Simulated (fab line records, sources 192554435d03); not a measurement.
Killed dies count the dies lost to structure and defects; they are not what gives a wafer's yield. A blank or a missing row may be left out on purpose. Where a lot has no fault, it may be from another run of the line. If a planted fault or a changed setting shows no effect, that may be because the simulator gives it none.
fab line records -- flow n5_finfet
record lots=6, wafers=18, last_day=17
route steps=1938 shown BEOL_M0_SAQP@646 BEOL_M4@1111 PASSIVATION@1936
lots with no fault: from the same line, run without faults
start_h: start of the lot's first displayed wafer, in hours after the record's first day -- wait_h: time in hours since the lot's previous step -- " as in the row above -- L1.1+2: a row that stands for several wafers -- - no value present, or no start provided -- * or withheld: withheld -- < > ~ a bound
route shown NAME@n: names a module that has steps shown in the file, with the first one's number in the route -- usual: the fault-free wafers' mean and standard deviation -- same: alike in all rows -- chamber/n: place in a boat -- sites: per-site readings -- _std_site: standard deviation of those values -- _edge_site: inner sites' mean taken away from outer sites' mean -- radius_mm: how far each site lies from the wafer's centre -- mask NAME#n: copy n -- behind: the tool/chamber that last shaped the wafer -- hold: the reason the lot was held/the length of the hold in hours/how it ended -- device: whichever transistor did not switch (one of n, p or np) -- end of line: at the end of the route, the tests of the same wafers -- a step with no rows: only its recipe -- killed: at the first sort, the dies lost to defects and structure; wafer yield is something else -- map: per-die view of a wafer (x killed, . not killed, _ where there is no die)
set.NAME: the setting as run; set.NAME@STEP: as run at that earlier step -- model.NAME: the simulator's own value behind a step, which no gauge read
lots at selected steps of the route; one table per step, one row per wafer
services: the hour from which a tool's chamber was out of use, counted from the record's first day as start_h (under 0 if before that day), plus the number of hours and why
## steps
# step N5_BEOL_M0_SAQP_EXPOSE_11
# recipe mask_id=M0_CORE, na=1.35, source_shape=dipole, sigma_inner=0.538, sigma_outer=0.738, polarization=te, target_cd_nm=42, dose_mj=55
# step N5_BEOL_M0_SAQP_PEB_12
# recipe peb_temp_c=withheld, peb_time_s=60, resist=CAR-ArF
# step N5_BEOL_M0_SAQP_DEVELOP_13
# recipe develop_time_s=30, developer=TMAH, resist=CAR-ArF, dev_temp_c=23, rinse_liquid=diw, dry=air_spin
# step N5_BEOL_M0_SAQP_CD_MEAS_14
# recipe target_cd_nm=42.5, landing_energy_ev=500, detector=se_inlens
# usual cd_nm=42.5/0.44
lot.wafer,tool,chamber,start_h,wait_h,cd_nm
L652.1,cd_sem-03,0,126.07,-,43.6
L652.2,cd_sem-03,0,126.07,-,42.9
L652.3,cd_sem-03,0,126.07,-,42.2
L654.4,cd_sem-03,0,140.54,-,43.2
L654.5,cd_sem-03,0,140.54,-,42.8
L654.6,cd_sem-03,0,140.54,-,41.8
L656.1,cd_sem-03,0,154.79,-,42.3
L656.4,cd_sem-03,0,154.79,-,42.8
L656.6,cd_sem-03,0,154.79,-,43.3
L663.1,cd_sem-01,0,197.93,-,42.8
L663.2,cd_sem-01,0,197.93,-,42.2
L663.6,cd_sem-01,0,197.93,-,43.1
L665.1,cd_sem-01,0,208.05,-,42.7
L665.5,cd_sem-01,0,208.05,-,42.2
L665.6,cd_sem-01,0,208.05,-,42.8
L670.2,cd_sem-03,0,232.08,-,42.4
L670.3,cd_sem-03,0,232.08,-,42.4
L670.5,cd_sem-03,0,232.08,-,42.7
# step N5_BEOL_M0_SAQP_OVL_MEAS_15
# recipe points_per_wafer=44
# usual M0_CORE_OVL=0.5/0.87
lot.wafer,tool,chamber,start_h,wait_h,M0_CORE_OVL[nm]
L652.1,overlay-02,0,126.10,0.0,0.6
L652.2,overlay-02,0,126.10,0.0,0.8
L652.3,overlay-02,0,126.10,0.0,0.6
L654.4,overlay-02,0,140.57,0.0,0.8
L654.5,overlay-02,0,140.57,0.0,0.5
L654.6,overlay-02,0,140.57,0.0,1.6
L656.1,overlay-01,0,154.82,0.0,-0.2
L656.4,overlay-01,0,154.82,0.0,1.3
L656.6,overlay-01,0,154.82,0.0,0.5
L663.1,overlay-01,0,197.96,0.0,0.6
L663.2,overlay-01,0,197.96,0.0,1.4
L663.6,overlay-01,0,197.96,0.0,0.9
L665.1,overlay-02,0,208.08,0.0,0.9
L665.5,overlay-02,0,208.08,0.0,0.9
L665.6,overlay-02,0,208.08,0.0,0.6
L670.2,overlay-01,0,232.11,0.0,1.0
L670.3,overlay-01,0,232.11,0.0,0.7
L670.5,overlay-01,0,232.11,0.0,1.2
# step N5_BEOL_M0_SAQP_INSPECT_16
# recipe mode=adi, inspect_instrument=brightfield
# usual raw_defect_count=473/120
lot.wafer,tool,chamber,start_h,wait_h,raw_defect_count
L652.1,defect_inspect-01,-,126.12,0.0,608
L652.2,defect_inspect-01,-,126.12,0.0,614
L652.3,defect_inspect-01,-,126.12,0.0,380
L654.4,defect_inspect-01,-,140.60,0.0,478
L654.5,defect_inspect-01,-,140.60,0.0,496
L654.6,defect_inspect-01,-,140.60,0.0,503
L656.1,defect_inspect-01,-,154.85,0.0,388
L656.4,defect_inspect-01,-,154.85,0.0,420
L656.6,defect_inspect-01,-,154.85,0.0,387
L663.1,defect_inspect-02,-,197.98,0.0,509
L663.2,defect_inspect-02,-,197.98,0.0,618
L663.6,defect_inspect-02,-,197.98,0.0,524
L665.1,defect_inspect-01,-,208.10,0.0,470
L665.5,defect_inspect-01,-,208.10,0.0,557
L665.6,defect_inspect-01,-,208.10,0.0,703
L670.2,defect_inspect-01,-,232.13,0.0,619
L670.3,defect_inspect-01,-,232.13,0.0,407
L670.5,defect_inspect-01,-,232.13,0.0,611
# step N5_BEOL_M0_SAQP_DESCUM_19
# recipe chemistry=O2, time_s=7.9, source_power_w=50, bias_power_w=20, pressure_mtorr=20, rf_frequency_hz=2.712e+07, temp_c=40, resist=CAR-ArF, o2_flow_sccm=225
# usual drypump_motor_current_A=5.9/0.33, oes_product_au=0.78/0.092, rf_vpp_V=242.6/1.6, showerhead_plenum_p_Torr=2.05/0.081, throttle_valve_pct=20.37/0.21
lot.wafer,tool,chamber,start_h,wait_h,drypump_motor_current_A,oes_product_au,rf_hours_counter_h,rf_vpp_V,showerhead_plenum_p_Torr,throttle_valve_pct
L652.1,rie_diel-06,0,126.16,0.0,5.4,0.70,214,242.1,1.98,20.47
L652.2,rie_diel-06,3,126.16,0.0,6.0,0.80,109,243.1,2.04,20.54
L652.3,rie_diel-06,1,126.16,0.0,6.2,0.95,10,242.3,2.06,20.47
L654.4,rie_diel-06,1,140.95,0.3,6.2,0.94,15,243.7,2.05,20.48
L654.5,rie_diel-06,3,140.95,0.3,6.0,0.79,-,243.3,2.03,20.55
L654.6,rie_diel-06,2,140.95,0.3,5.9,0.69,-,242.7,2.12,20.28
L656.1,rie_diel-04,0,154.88,0.0,5.4,0.75,157,242.1,1.98,19.98
L656.4,rie_diel-04,1,154.88,0.0,6.2,0.75,159,245.2,2.19,20.37
L656.6,rie_diel-04,1,154.88,0.0,6.2,0.75,-,243.4,2.19,20.33
L663.1,rie_diel-04,1,198.02,0.0,6.2,0.74,175,246.0,2.18,20.37
L663.2,rie_diel-04,0,198.02,0.0,5.4,0.74,173,242.1,1.97,20.01
L663.6,rie_diel-04,0,198.02,0.0,5.4,0.75,-,241.9,1.97,20.01
L665.1,rie_diel-03,3,208.14,0.0,5.5,0.69,246,242.6,1.97,20.24
L665.5,rie_diel-03,2,208.14,0.0,6.5,1.01,-,243.1,2.08,20.08
L665.6,rie_diel-03,1,208.14,0.0,5.6,0.73,-,241.5,1.99,20.79
L670.2,rie_diel-03,0,232.17,0.0,5.8,0.85,52,244.0,2.12,20.59
L670.3,rie_diel-03,3,232.17,0.0,5.5,0.69,249,241.0,1.96,20.24
L670.5,rie_diel-03,2,232.17,0.0,6.5,0.96,-,242.4,2.08,20.09
# step N5_BEOL_M0_SAQP_ETCH_83
# recipe chemistry=CF4, target=SiARC, target_depth_a=390, mask_material=CAR-ArF, time_s=65, ion_energy_ev=80, pressure_mtorr=40, source_w=545, bias_w=36, Ar_flow_sccm=100, cf4_flow_sccm=100, ends=cleared
# usual drypump_motor_current_A=5.9/0.33, etch_rf_on_time_s=65.4/2.4, oes_product_au=0.66/0.079, rf_vpp_V=183.6/1.3, showerhead_plenum_p_Torr=2.11/0.079, throttle_valve_pct=15.58/0.2
lot.wafer,tool,chamber,start_h,wait_h,drypump_motor_current_A,etch_rf_on_time_s,oes_product_au,rf_hours_counter_h,rf_vpp_V,showerhead_plenum_p_Torr,throttle_valve_pct
L652.1,rie_diel-06,0,126.19,0.0,5.4,65.5,0.60,214,184.1,2.04,15.77
L652.2,rie_diel-06,3,126.19,0.0,6.0,63.9,0.68,109,182.6,2.09,15.68
L652.3,rie_diel-06,1,126.19,0.0,6.2,63.7,0.81,10,182.9,2.11,15.56
L654.4,rie_diel-06,1,140.98,0.0,6.2,62.9,0.79,15,182.8,2.10,15.57
L654.5,rie_diel-06,3,140.98,0.0,6.0,63.4,0.68,-,184.2,2.09,15.70
L654.6,rie_diel-06,2,140.98,0.0,5.9,67.2,0.57,-,183.8,2.20,15.72
L656.1,rie_diel-04,0,154.92,0.0,5.4,65.3,0.64,157,183.1,2.05,15.45
L656.4,rie_diel-04,1,154.92,0.0,6.2,71.3,0.61,160,186.3,2.23,15.47
L656.6,rie_diel-04,1,154.92,0.0,6.2,71.3,0.61,-,186.1,2.23,15.47
L663.1,rie_diel-04,1,198.05,0.0,6.2,70.6,0.61,175,186.2,2.22,15.51
L663.2,rie_diel-04,0,198.05,0.0,5.4,65.5,0.64,173,181.0,2.05,15.46
L663.6,rie_diel-04,0,198.05,0.0,5.4,65.8,0.63,-,182.8,2.05,15.46
L665.1,rie_diel-03,3,208.17,0.0,5.5,66.0,0.59,246,183.2,2.03,15.57
L665.5,rie_diel-03,2,208.17,0.0,6.6,64.5,0.86,-,183.4,2.12,15.13
L665.6,rie_diel-03,1,208.17,0.0,5.5,63.3,0.63,-,184.3,2.05,15.92
L670.2,rie_diel-03,0,232.20,0.0,5.8,62.2,0.74,53,184.2,2.18,15.74
L670.3,rie_diel-03,3,232.20,0.0,5.5,66.0,0.58,249,183.6,2.03,15.56
L670.5,rie_diel-03,2,232.20,0.0,6.6,63.8,0.82,-,183.0,2.11,15.15
# step N5_BEOL_M0_SAQP_ETCH_84
# recipe chemistry=N2/H2, target=SOC, target_depth_a=1000, overetch_a=200, mask_material=SiARC, temp_c=40, time_s=150, ion_energy_ev=200, pressure_mtorr=30, source_w=840, bias_w=150, n2_flow_sccm=200, h2_flow_sccm=200
# usual drypump_motor_current_A=5.9/0.33, h2_flow_sccm=200.0/0.62, oes_product_au=0.70/0.075, rf_vpp_V=522.6/2.9, showerhead_plenum_p_Torr=2.48/0.099, throttle_valve_pct=17.71/0.24
lot.wafer,tool,chamber,start_h,wait_h,drypump_motor_current_A,h2_flow_sccm,oes_product_au,rf_hours_counter_h,rf_vpp_V,showerhead_plenum_p_Torr,throttle_valve_pct
L652.1,rie_diel-06,0,126.24,0.0,5.4,200.4,0.63,214,521.3,2.40,17.88
L652.2,rie_diel-06,3,126.24,0.0,6.0,199.4,0.70,109,521.2,2.44,17.68
L652.3,rie_diel-06,1,126.24,0.0,6.2,200.0,0.83,10,522.1,2.50,17.85
L654.4,rie_diel-06,1,141.03,0.0,6.2,200.2,0.82,15,522.5,2.50,17.87
L654.5,rie_diel-06,3,141.03,0.0,6.0,199.9,0.70,-,521.0,2.44,17.70
L654.6,rie_diel-06,2,141.03,0.0,5.9,200.8,0.62,-,525.9,2.62,17.91
L656.1,rie_diel-04,0,154.97,0.0,5.4,199.2,0.68,157,519.8,2.42,17.56
L656.4,rie_diel-04,1,154.97,0.0,6.2,200.7,0.67,160,526.7,2.61,17.50
L656.6,rie_diel-04,1,154.97,0.0,6.2,201.1,0.68,-,526.0,2.61,17.51
L663.1,rie_diel-04,1,198.10,0.0,6.2,199.8,0.67,175,525.4,2.61,17.54
L663.2,rie_diel-04,0,198.10,0.0,5.4,200.6,0.67,173,521.4,2.41,17.58
L663.6,rie_diel-04,0,198.10,0.0,5.4,199.2,0.67,-,520.6,2.41,17.56
L665.1,rie_diel-03,3,208.22,0.0,5.5,199.6,0.62,246,519.8,2.40,17.73
L665.5,rie_diel-03,2,208.22,0.0,6.5,199.9,0.89,-,521.3,2.48,17.11
L665.6,rie_diel-03,1,208.22,0.0,5.6,200.1,0.65,-,520.3,2.41,18.10
L670.2,rie_diel-03,0,232.25,0.0,5.9,199.8,0.76,53,523.5,2.58,18.04
L670.3,rie_diel-03,3,232.25,0.0,5.5,200.0,0.62,250,519.5,2.39,17.74
L670.5,rie_diel-03,2,232.25,0.0,6.5,201.5,0.85,-,521.3,2.48,17.14
# step N5_BEOL_M0_SAQP_STRIP_80
# recipe chemistry=N2/H2, temp_c=40, n2_flow_sccm=200, h2_flow_sccm=200, rf_frequency_hz=6e+07
# step N5_BEOL_M0_SAQP_HM_OPEN_112
# recipe chemistry=CHF3/O2, target=SiO2, stop_on=a-Si, target_depth_a=120, over_etch_frac=1.25, mask_material=SOC, time_s=13.5, pressure_mtorr=30, source_w=650, bias_w=170, Ar_flow_sccm=200, CHF3_flow_sccm=50, O2_flow_sccm=5, ion_energy_ev=200, ends=end_point
# usual drypump_motor_current_A=5.9/0.33, oes_product_au=0.51/0.056, rf_vpp_V=521/16, showerhead_plenum_p_Torr=2.38/0.093, throttle_valve_pct=18.84/0.2
lot.wafer,tool,chamber,start_h,wait_h,drypump_motor_current_A,oes_product_au,rf_hours_counter_h,rf_vpp_V,showerhead_plenum_p_Torr,throttle_valve_pct
L652.1,rie_diel-06,0,126.35,0.0,5.5,0.46,214,515,2.30,18.95
L652.2,rie_diel-06,3,126.35,0.0,6.0,0.51,110,500,2.36,18.96
L652.3,rie_diel-06,1,126.35,0.0,6.2,0.62,10,517,2.38,18.95
L654.4,rie_diel-06,1,141.14,0.0,6.2,0.60,15,516,2.38,18.95
L654.5,rie_diel-06,3,141.14,0.0,6.0,0.51,-,499,2.36,18.97
L654.6,rie_diel-06,2,141.14,0.0,5.9,0.45,-,541,2.47,18.90
L656.1,rie_diel-04,0,155.07,0.0,5.4,0.50,157,518,2.31,18.62
L656.4,rie_diel-04,1,155.07,0.0,6.2,0.49,160,525,2.51,18.74
L656.6,rie_diel-04,1,155.07,0.0,6.2,0.50,-,524,2.51,18.74
L663.1,rie_diel-04,1,198.21,0.0,6.2,0.48,175,523,2.51,18.77
L663.2,rie_diel-04,0,198.21,0.0,5.4,0.50,173,518,2.31,18.64
L663.6,rie_diel-04,0,198.21,0.0,5.4,0.49,-,519,2.31,18.65
L665.1,rie_diel-03,3,208.33,0.0,5.5,0.46,246,511,2.30,18.86
L665.5,rie_diel-03,2,208.33,0.0,6.6,0.65,-,509,2.37,18.34
L665.6,rie_diel-03,1,208.33,0.0,5.6,0.49,-,511,2.29,19.07
L670.2,rie_diel-03,0,232.36,0.0,5.8,0.55,53,512,2.43,18.90
L670.3,rie_diel-03,3,232.36,0.0,5.5,0.45,250,512,2.30,18.86
L670.5,rie_diel-03,2,232.36,0.0,6.6,0.61,-,510,2.37,18.35
# step N5_BEOL_M0_SAQP_STRIP_113
# recipe chemistry=CHF3/O2, resist=SiARC, rf_frequency_hz=6e+07
# step N5_BEOL_M0_SAQP_MANDREL_ETCH_20
# recipe target_depth_a=600, chemistry=HBr/Cl2, target=a-Si, stop_on=SiNx, bt_time_s=10, mask_material=SOC, over_etch_frac=0.5, time_s=30, pressure_mtorr=10, icp_w=800, bias_w=75, HBr_flow_sccm=150, Cl2_flow_sccm=80, ends=end_point
# usual drypump_motor_current_A=6.0/0.49, oes_product_au=0.784/0.014, over_etch_frac=0.5/0, throttle_valve_pct=35.6/0.4
lot.wafer,tool,chamber,start_h,wait_h,drypump_motor_current_A,oes_product_au,over_etch_frac,rf_hours_counter_h,throttle_valve_pct
L652.1,rie_si-06,1,126.43,0.0,6.0,0.792,0.5,130,35.0
L652.2,rie_si-06,2,126.43,0.0,5.7,0.772,0.5,91,35.2
L652.3,rie_si-06,3,126.43,0.0,5.0,0.788,0.5,5,35.1
L654.4,rie_si-06,3,141.22,0.0,5.0,0.792,0.51043,6,35.1
L654.5,rie_si-06,1,141.22,0.0,6.0,0.785,0.51043,-,35.0
L654.6,rie_si-06,2,141.22,0.0,5.8,0.783,0.51043,-,35.2
L656.1,rie_si-06,0,155.16,0.0,6.4,0.786,0.51043,147,35.3
L656.4,rie_si-06,1,155.16,0.0,6.0,0.773,0.51043,131,35.0
L656.6,rie_si-06,3,155.16,0.0,5.0,0.791,0.51043,-,35.1
L663.1,rie_si-04,2,198.29,0.0,5.6,0.773,0.5,142,35.8
L663.2,rie_si-04,0,198.29,0.0,5.5,0.790,0.5,88,36.6
L663.6,rie_si-04,2,198.29,0.0,5.6,0.786,0.5,-,35.8
L665.1,rie_si-04,3,208.41,0.0,6.6,0.775,0.5,184,35.9
L665.5,rie_si-04,3,208.41,0.0,6.6,0.789,0.5,-,35.9
L665.6,rie_si-04,0,208.41,0.0,5.5,0.768,0.5,-,36.6
L670.2,rie_si-06,3,232.44,0.0,5.0,0.788,0.5,7,35.1
L670.3,rie_si-06,0,232.44,0.0,6.4,0.786,0.5,148,35.3
L670.5,rie_si-06,0,232.44,0.0,6.3,0.789,0.5,-,35.3
# step N5_BEOL_M0_SAQP_STRIP_86
# recipe chemistry=N2/H2, power_w=500, temp_c=40, pressure_mtorr=50, rf_frequency_hz=6e+07, overash_fraction=0.3, bias_power_w=28, h2_frac=0.5, n2_flow_sccm=300, h2_flow_sccm=300
# usual drypump_motor_current_A=5.9/0.33, h2_flow_sccm=300.1/0.86, oes_product_au=0.79/0.096, rf_vpp_V=121.3/1.6, showerhead_plenum_p_Torr=3.29/0.12, throttle_valve_pct=18.8/0.36
lot.wafer,tool,chamber,start_h,wait_h,drypump_motor_current_A,h2_flow_sccm,oes_product_au,rf_hours_counter_h,rf_vpp_V,showerhead_plenum_p_Torr,throttle_valve_pct
L652.1,rie_diel-06,3,126.53,0.1,6.0,299.3,0.78,110,119.1,3.22,18.7
L652.2,rie_diel-06,1,126.53,0.1,6.2,300.9,0.95,10,121.4,3.30,19.0
L652.3,rie_diel-06,0,126.53,0.1,5.5,300.2,0.70,214,121.4,3.17,19.2
L654.4,rie_diel-04,3,141.32,0.1,5.6,300.8,0.80,102,119.2,3.11,18.4
L654.5,rie_diel-04,0,141.32,0.1,5.4,300.1,0.77,-,121.4,3.21,18.6
L654.6,rie_diel-04,1,141.32,0.1,6.2,300.0,0.75,-,123.9,3.45,18.6
L656.1,rie_diel-03,3,155.25,0.1,5.5,300.6,0.71,229,121.3,3.18,18.8
L656.4,rie_diel-03,0,155.25,0.1,5.9,300.0,0.89,26,121.4,3.42,19.4
L656.6,rie_diel-03,3,155.25,0.1,5.5,299.6,0.71,-,119.5,3.18,18.9
L663.1,rie_diel-03,0,198.39,0.1,5.9,299.5,0.87,40,122.0,3.41,19.4
L663.2,rie_diel-03,1,198.39,0.1,5.6,299.2,0.73,196,123.1,3.19,19.1
L663.6,rie_diel-03,3,198.39,0.1,5.6,300.4,0.70,-,121.1,3.17,18.9
L665.1,rie_diel-06,2,208.52,0.1,5.9,299.9,0.68,249,123.9,3.45,18.9
L665.5,rie_diel-06,0,208.52,0.1,5.5,301.8,0.68,-,121.5,3.16,19.2
L665.6,rie_diel-06,1,208.52,0.1,6.2,300.6,0.91,-,119.7,3.29,19.0
L670.2,rie_diel-03,3,232.54,0.1,5.5,301.1,0.68,250,117.9,3.17,18.9
L670.3,rie_diel-03,2,232.54,0.1,6.6,300.8,0.94,9,120.2,3.27,17.9
L670.5,rie_diel-03,1,232.54,0.1,5.6,300.0,0.72,-,119.6,3.19,19.1
# step N5_BEOL_M4_RC_MEAS_101
# usual DIBL_N=37.4/2.1, DIBL_P=37.8/2.5, IOFF_N=0.19/0.045, IOFF_P=0.24/0.05, ION_N=682/16, ION_P=467/11, SS_N=71.9/0.67, SS_P=73.6/0.76, VT_N=247/3.6, VT_P=-248/3.6
lot.wafer,tool,chamber,start_h,wait_h,DIBL_N[mV/V],DIBL_P[mV/V],IOFF_N[nA/um],IOFF_P[nA/um],ION_N[uA/um],ION_P[uA/um],SS_N[mV/dec],SS_P[mV/dec],VT_N[mV],VT_P[mV]
L652.1,prober-01,0,181.06,0.0,36.4,36.1,0.15,0.19,671,466,71.7,72.6,251,-252
L652.2,prober-01,0,181.06,0.0,35.5,35.7,0.14,0.19,683,472,71.5,72.5,252,-254
L652.3,prober-01,0,181.06,0.0,35.4,36.2,0.12,0.21,642,446,71.4,73.5,256,-252
L654.4,prober-02,0,191.56,0.5,34.0,35.7,0.15,0.22,661,465,71.8,73.2,247,-249
L654.5,prober-02,0,191.56,0.5,35.2,37.0,0.16,0.25,685,480,71.8,73.4,246,-246
L654.6,prober-02,0,191.56,0.5,36.0,35.8,0.17,0.22,683,470,71.3,73.1,247,-247
L656.1,prober-02,0,215.75,0.0,37.4,38.3,0.19,0.21,698,467,71.8,73.7,245,-254
L656.4,prober-02,0,215.75,0.0,35.1,34.9,0.13,0.17,671,457,71.0,73.2,252,-258
L656.6,prober-02,0,215.75,0.0,34.8,35.4,0.15,0.18,701,475,71.5,73.5,248,-255
L663.1,prober-02,0,259.20,0.0,37.0,37.0,0.17,0.23,682,467,71.8,74.0,248,-247
L663.2,prober-02,0,259.20,0.0,39.7,39.3,0.22,0.28,692,475,72.1,73.8,246,-244
L663.6,prober-02,0,259.20,0.0,39.5,40.0,0.20,0.29,670,466,72.2,74.4,250,-247
L665.1,prober-02,0,277.89,0.0,36.5,36.2,0.16,0.21,671,456,71.4,73.0,248,-249
L665.5,prober-02,0,277.89,0.0,35.5,37.2,0.16,0.24,666,464,70.8,74.1,249,-247
L665.6,prober-02,0,277.89,0.0,36.3,37.7,0.18,0.25,696,480,71.7,74.1,248,-246
L670.2,prober-02,0,299.78,0.2,37.0,39.7,0.20,0.29,682,475,71.6,73.8,243,-244
L670.3,prober-02,0,299.78,0.2,34.8,35.6,0.14,0.20,678,472,71.7,73.1,252,-251
L670.5,prober-02,0,299.78,0.2,35.6,37.0,0.16,0.22,698,480,71.1,73.0,247,-248
# step N5_PASSIVATION_PROBE_49
# usual defect_limited_yield=90.9/1.6, killed_at_M0_to_M3=34/10, killed_at_M4_up=13/5.4, killed_at_contacts=13/6, killed_at_front_end=42/13, killed_at_other=4/3.2, killed_dies=107/18, killed_open=69/14, killed_short=35/7.7, sort_bin_5_function=5.3/1, sort_bin_6_memory=3.3/0.75, sort_bin_8_speed=0.00/0.015, sort_n_pass=1073/19, sort_yield_pct=90.9/1.6
# same gross_dies=1180, killed_at_back_side=0, sort_bin_4_leakage[%]=0
lot.wafer,tool,chamber,start_h,wait_h,defect_limited_yield[%],killed_at_M0_to_M3,killed_at_M4_up,killed_at_contacts,killed_at_front_end,killed_at_other,killed_dies,killed_open,killed_short,sort_bin_5_function[%],sort_bin_6_memory[%],sort_bin_8_speed[%],sort_n_pass,sort_yield_pct[%]
L652.1,prober-02,-,280.09,0.0,90.4,42,15,9,46,1,113,69,38,5.4,4.0,0,1067,90.4
L652.2,prober-02,-,280.14,0.1,91.3,30,15,8,37,13,103,66,35,4.7,3.5,0,1077,91.3
L652.3,prober-02,-,280.19,0.1,91.4,42,14,7,38,1,102,73,27,5.3,3.1,0.08,1077,91.3
L656.1,prober-02,-,315.58,0.0,91.2,36,13,15,40,0,104,71,29,6.0,2.6,0,1076,91.2
L656.4,prober-02,-,315.73,0.2,90.1,25,14,4,73,1,117,66,36,5.6,2.9,0,1063,90.1
L656.6,prober-02,-,315.83,0.3,90.7,28,4,13,64,1,110,76,29,6.4,2.5,0,1070,90.7
L663.1,prober-02,-,361.26,0.0,89.6,40,9,12,60,2,123,80,41,6.1,4.2,0,1057,89.6
L663.2,prober-02,-,361.31,0.1,88.6,44,14,9,62,5,134,89,43,7.2,3.9,0,1046,88.6
L663.6,prober-02,-,361.51,0.3,88.1,30,29,17,62,3,141,100,40,6.4,5.2,0,1039,88.1
L665.1,prober-02,-,374.66,0.0,89.0,43,12,8,57,10,130,82,38,7.2,3.7,0,1050,89.0
# killed by level:class
L652.1 STI_FIN_REVEAL:geometric_particle:open=14 FIN_SAQP:geometric_particle:open=12 FIN_SAQP:geometric_particle:short=11 BEOL_M0_SAQP:geometric_particle:open=10 BEOL_M3:geometric_particle:open=8 BEOL_M1:geometric_particle:open=6 BEOL_M2:geometric_particle:open=6 MOL_CONTACT_COAG:geometric_particle:short=4
L652.2 FIN_SAQP:geometric_particle:open=14 FIN_SAQP:geometric_particle:short=7 BEOL_M1:geometric_particle:open=7 DUMMY_GATE:geometric_particle:open=6 MOL_CONTACT_COAG:geometric_particle:open=6 BEOL_M0_SAQP:geometric_particle:short=5 BEOL_M4:geometric_particle:open=5 PAD_METAL:geometric_particle:open=5
L652.3 BEOL_M3:geometric_particle:open=12 STI_FIN_REVEAL:geometric_particle:open=10 BEOL_M1:geometric_particle:open=9 DUMMY_GATE:geometric_particle:open=8 BEOL_M2:geometric_particle:open=7 FIN_SAQP:geometric_particle:short=6 MOL_CONTACT_COAG:geometric_particle:open=6 FIN_SAQP:geometric_particle:open=5
L656.1 STI_FIN_REVEAL:geometric_particle:open=16 MOL_CONTACT_COAG:geometric_particle:open=12 BEOL_M0_SAQP:geometric_particle:open=12 BEOL_M1:geometric_particle:open=7 FIN_SAQP:geometric_particle:short=5 BEOL_M4:geometric_particle:open=5 BEOL_M0_SAQP:geometric_particle:short=5 DUMMY_GATE:geometric_particle:open=4
L656.4 FIN_SAQP:geometric_particle:open=18 STI_FIN_REVEAL:geometric_particle:open=18 HKMG_FIN:area_etch=12 BEOL_M3:geometric_particle:open=9 STI_FIN_REVEAL:geometric_particle:short=7 BEOL_M0_SAQP:geometric_particle:short=5 FIN_SAQP:geometric_particle:short=4 GATE_CUT:geometric_particle:short=4
L656.6 STI_FIN_REVEAL:geometric_particle:open=16 FIN_SAQP:geometric_particle:open=14 DUMMY_GATE:geometric_particle:open=8 FIN_SAQP:geometric_particle:short=7 MOL_CONTACT_COAG:geometric_particle:open=7 BEOL_M3:geometric_particle:open=7 MOL_CONTACT_COAG:geometric_particle:short=6 BEOL_M1:geometric_particle:open=6
L663.1 STI_FIN_REVEAL:geometric_particle:open=16 MOL_CONTACT_COAG:geometric_particle:open=9 FIN_SAQP:geometric_particle:short=8 BEOL_M1:geometric_particle:open=8 ILD0:geometric_particle:short=8 BEOL_M0:geometric_particle:open=7 FIN_SAQP:geometric_particle:open=5 BEOL_M3:geometric_particle:open=5
L663.2 STI_FIN_REVEAL:geometric_particle:open=18 FIN_SAQP:geometric_particle:open=12 FIN_SAQP:geometric_particle:short=11 BEOL_M1:geometric_particle:open=10 BEOL_M3:geometric_particle:open=8 MOL_CONTACT_COAG:geometric_particle:open=7 DUMMY_GATE:geometric_particle:open=6 BEOL_M0_SAQP:geometric_particle:open=6
L663.6 STI_FIN_REVEAL:geometric_particle:open=27 BEOL_M4:geometric_particle:open=17 MOL_CONTACT_COAG:geometric_particle:open=16 BEOL_M1:geometric_particle:open=9 BEOL_M4:geometric_particle:short=6 FIN_SAQP:geometric_particle:open=4 STI_FIN_REVEAL:geometric_particle:short=4 SPACER0:geometric_particle:open=4
L665.1 FIN_SAQP:geometric_particle:open=15 STI_FIN_REVEAL:geometric_particle:open=12 BEOL_M3:geometric_particle:open=12 BEOL_M0_SAQP:geometric_particle:short=8 BEOL_M0_SAQP:geometric_particle:open=8 BEOL_M1:geometric_particle:open=8 FIN_CUT:area_etch=8 GATE_CUT:geometric_particle:short=5
## services
tool,chamber,start_h,hours,kind
rie_si-04,-,117.87,0.1,repair
rie_si-06,0,121.63,1.3,repair
rie_diel-04,-,136.74,2.8,pm
rie_diel-04,2,157.46,2.1,repair
rie_si-04,2,165.82,3.8,repair
rie_si-06,0,169.02,5.9,repair
rie_diel-03,2,175.53,-,clean
rie_diel-03,2,175.53,-,consumable_replace:focus_ring
rie_diel-03,2,175.53,31.8,scheduled_down
rie_diel-03,2,175.53,31.8,vent_cycle
rie_diel-06,2,178.37,10.6,repair
rie_diel-04,2,189.35,-,clean
rie_diel-04,2,189.35,-,consumable_replace:focus_ring
rie_diel-04,2,189.35,21.2,scheduled_down
rie_si-06,1,196.96,37.9,repair
rie_diel-06,-,201.59,2.8,pm
rie_si-04,-,207.89,0.4,repair
rie_diel-04,0,209.83,5.8,repair
rie_si-06,3,210.34,3.1,repair
rie_diel-06,2,213.54,-,clean
rie_diel-06,2,213.54,-,consumable_replace:focus_ring
rie_diel-06,2,213.54,13.1,scheduled_down
rie_diel-06,2,213.54,13.1,vent_cycle
rie_si-04,-,222.84,1.8,repair
## key
first_sign step=N5_BEOL_M0_SAQP_MANDREL_ETCH_20, reading=over_etch_frac, direction=up, sigmas=99+, usual=0.5, struck=0.51043
effect none on later readings
met_at N5_BEOL_M0_SAQP_MANDREL_ETCH_20
struck_wafers L654.4,L654.5,L654.6,L656.1,L656.4,L656.6
baseline_loss step=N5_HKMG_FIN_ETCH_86, wafers=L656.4
onset_between 126.43 141.22
fault kind=process_parameter_drift, tool=rie_si-06, chamber=-, onset_h=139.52, steps=N5_BEOL_M0_SAQP_MANDREL_ETCH_20, channel=over_etch_frac, offset=0.01043, shape=step, end_h=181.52, acts_in=these_recipes_only, stated=0.5
# baseline_loss: these wafers lose ten dies or more at that step, a loss of the line's own and not of a fault; the sort's usual values leave them out
